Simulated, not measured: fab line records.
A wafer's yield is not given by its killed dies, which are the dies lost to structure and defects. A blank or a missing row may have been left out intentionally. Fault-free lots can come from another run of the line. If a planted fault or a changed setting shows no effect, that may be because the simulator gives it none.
What tool caused it? + flow n5-finfet + 30 wafers from 10 lots sampled at 3 of the route's 1938 steps

== WHAT THE GAUGES READ, wafer by wafer ==
N5_STI_FIN_REVEAL_INSPECT_13: inspects for defects (darkfield).
| lot  | measured    | on                | raw-defect-count |
|------|-------------|-------------------|------------------|
| L797 | day 2 15:49 | defect-inspect-02 | 19 7 6           |
| L798 | day 2 19:19 | defect-inspect-02 | 16 13 10         |
| L799 | day 3 01:13 | defect-inspect-01 | 6 22 21          |
| L801 | day 3 13:35 | defect-inspect-01 | 12 14 10         |
| L802 | day 3 19:10 | defect-inspect-01 | 21 15 16         |
| L803 | day 4 05:27 | defect-inspect-01 | 8 6 9            |
| L805 | day 4 13:24 | defect-inspect-02 | 13 12 8          |
| L806 | day 4 19:41 | defect-inspect-01 | 10 10 5          |
| L808 | day 5 06:47 | defect-inspect-02 | 14 9 7           |
| L818 | day 7 20:30 | defect-inspect-01 | 304 15 15        |

== WHAT TOOL EACH LOT RAN ON (gives the tool, then ch and the chambers of the sampled wafers, and finally the start) ==
| lot  | N5_FIN_CUT_STRIP_22               | N5_STI_FIN_REVEAL_STRIP_35         |
|------|-----------------------------------|------------------------------------|
| L797 | rie-diel-06 ch 1,2,3, day 2 06:11 | wet-bench-06 ch 0,6,7, day 2 15:28 |
| L798 | rie-diel-03 ch 0,1,3, day 2 10:19 | wet-bench-06 ch 0,1,2, day 2 18:59 |
| L799 | rie-diel-06 ch 1,3, day 2 15:21   | wet-bench-06 ch 3,4,5, day 3 00:52 |
| L801 | rie-diel-05 ch 0,2,3, day 3 04:43 | wet-bench-03 ch 2,3,4, day 3 13:14 |
| L802 | rie-diel-05 ch 1,2, day 3 10:10   | wet-bench-05 ch 5,6,7, day 3 18:49 |
| L803 | rie-diel-06 ch 0,1,3, day 3 20:33 | wet-bench-05 ch 1,4,7, day 4 05:05 |
| L805 | rie-diel-05 ch 0,3, day 4 04:26   | wet-bench-06 ch 0,1,7, day 4 13:04 |
| L806 | rie-diel-03 ch 1,3, day 4 10:13   | wet-bench-05 ch 2,5,6, day 4 19:20 |
| L808 | rie-diel-03 ch 0,1,3, day 4 21:40 | wet-bench-06 ch 4,6,7, day 5 06:26 |
| L818 | rie-diel-03 ch 1,2, day 7 11:31   | wet-bench-06 ch 3,4,5, day 7 20:10 |
- N5_FIN_CUT_STRIP_22: strips in N2/H2.
- N5_STI_FIN_REVEAL_STRIP_35: strips Si3N4 in H3PO4, target depth 4 nm, time 39 s.

== THE ANSWER, worked out from the rows above alone ==
Rule: the usual values come from the lots themselves. Put in order of their means at a reading, lots are off if they are a third of the lots or fewer, leave a main group of 4 or more, and stand apart from it by a gap of 3 or more times the standard deviation of the main group's means; of several such gaps the widest counts. A main group whose means are all the same, to the digits that the tables above print for the reading, isn't used. Also off: a lot with no number at a reading for which 4 or more lots have one. The other lots that the step has rows for count as sound.
Off: L818, at N5_STI_FIN_REVEAL_INSPECT_13 (raw-defect-count). The main group has a mean of 12 with a standard deviation of 3.1.
If a tool, at a process step before that reading, ran all the lots that are off and no sound lot after the first of them, it fits. The gauges at N5_STI_FIN_REVEAL_INSPECT_13 are tried like those tools. Can't be told from this: 3 tools fit, rie-diel-03 at N5_FIN_CUT_STRIP_22, wet-bench-06 at N5_STI_FIN_REVEAL_STRIP_35, defect-inspect-01 at N5_STI_FIN_REVEAL_INSPECT_13.

== WHAT THE SIMULATOR PUT IN ==
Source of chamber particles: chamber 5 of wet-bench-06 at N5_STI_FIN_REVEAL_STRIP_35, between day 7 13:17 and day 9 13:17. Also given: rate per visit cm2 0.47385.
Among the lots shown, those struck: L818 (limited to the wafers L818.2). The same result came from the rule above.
